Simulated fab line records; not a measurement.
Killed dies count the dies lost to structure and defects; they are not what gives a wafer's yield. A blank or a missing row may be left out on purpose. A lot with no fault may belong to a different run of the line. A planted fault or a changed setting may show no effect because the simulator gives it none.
Split-lot trial ; flow n5-finfet ; on a route of 1938 steps: 7 lots, 21 wafers read

== THE SPLIT ==
At N5_BEOL_M13_ETCH_68 (etches SOC in N2/H2, time 355 s), the setting time-s was moved away from the recipe's 355 s on 7 of the 21 wafers read, by -14.8% to +17.7%. This setting was run at the recipe's value on the other wafers.

Reading taken at the split's own step.

== THE READING ==
SiARC_of_BEOL_M13_COAT_66.thk-nm (the simulator's own value, which no gauge read), in nm, at N5_BEOL_M13_ETCH_68 (etches SOC in N2/H2, time 355 s). The file gives no usual value for it. Average 77.1 nm, standard deviation 0.38 nm, over the 14 wafers here run with the recipe.

wafer;tool, chamber at the split;time-s as run, s;against the recipe;SiARC_of_BEOL_M13_COAT_66.thk-nm, nm;against lot-mates on the recipe
L078.2;rie-diel-03, 2;308.3;-13.2%;81.2;+4.2
L078.3;rie-diel-03, 3;355;recipe;76.8;-
L078.5;rie-diel-03, 3;355;recipe;77.2;-
L081.1;rie-diel-06, 0;355;recipe;77.8;-
L081.2;rie-diel-06, 3;302.4;-14.8%;82;+4.6
L081.4;rie-diel-06, 2;355;recipe;77;-
L084.1;rie-diel-01, 1;355;recipe;77;-
L084.3;rie-diel-01, 2;375.6;+5.8%;74.8;-2.2
L084.6;rie-diel-01, 1;375.6;+5.8%;74.6;-2.4
L090.1;rie-diel-03, 2;389.7;+9.8%;74.2;-3.6
L090.3;rie-diel-03, 0;355;recipe;77.8;-
L090.5;rie-diel-03, 0;389.7;+9.8%;74.4;-3.4
L087.1;rie-diel-01, 3;355;recipe;76.6;-
L087.3;rie-diel-01, 1;355;recipe;76.8;-
L087.4;rie-diel-01, 2;355;recipe;77.4;-
L094.3;rie-diel-01, 2;355;recipe;77.4;-
L094.5;rie-diel-01, 1,0;355;recipe;76.8;-
L094.6;rie-diel-01, 1,0;355;recipe;76.8;-
L089.1;rie-diel-01, 0;417.8;+17.7%;71;-6.1
L089.2;rie-diel-01, 2;355;recipe;77.4;-
L089.3;rie-diel-01, 3;355;recipe;76.8;-
When a row names more than one chamber, that row covers several wafers, and the file does not tell which wafer ran in which chamber.

FIT RESULTS
A straight line over all 21 wafers: SiARC_of_BEOL_M13_COAT_66.thk-nm changes by -0.328 nm for each +1% of time-s; r = -0.99; the points scatter about the line by 0.4 nm.
The same after taking each lot's own level away (the mean of its wafers on the recipe; 21 wafers): -0.337 nm for each +1%; r = -0.99; scatter 0.29 nm.
On that fit, the largest move of time-s shifts the reading by 6 nm.
Measured against the standard deviation above, the lots' own levels, which go from 76.93 to 77.80 nm, span 2.3 times it.
So the lot-to-lot level changes the slope little: the two slopes agree.
Check: with one of the wafers moved furthest among these (+17.7%) left out of the fit, the line predicts -6.02 nm for it against its lot-mates. Against them it came out at -6.1 nm.

== FURTHER SPLITS ON THESE WAFERS ==
Note: prior to the reading, these wafers also went through further splits. Each is held against what the fit with the lots' levels taken away leaves over:
other split on the same wafers;wafers away from the commonest value;r with SiARC_of_BEOL_M13_COAT_66.thk-nm (lot level and that fit taken away)
N5_BEOL_M11_CURE_72 time-s;5;+0.21
N5_BEOL_M13_EXPOSE_25 dose-mj;6;+0.01

== THE FILE'S OWN FIT ==
SiARC_of_BEOL_M13_COAT_66.thk-nm changes by -0.334 nm for each +1% of time-s, r = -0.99.
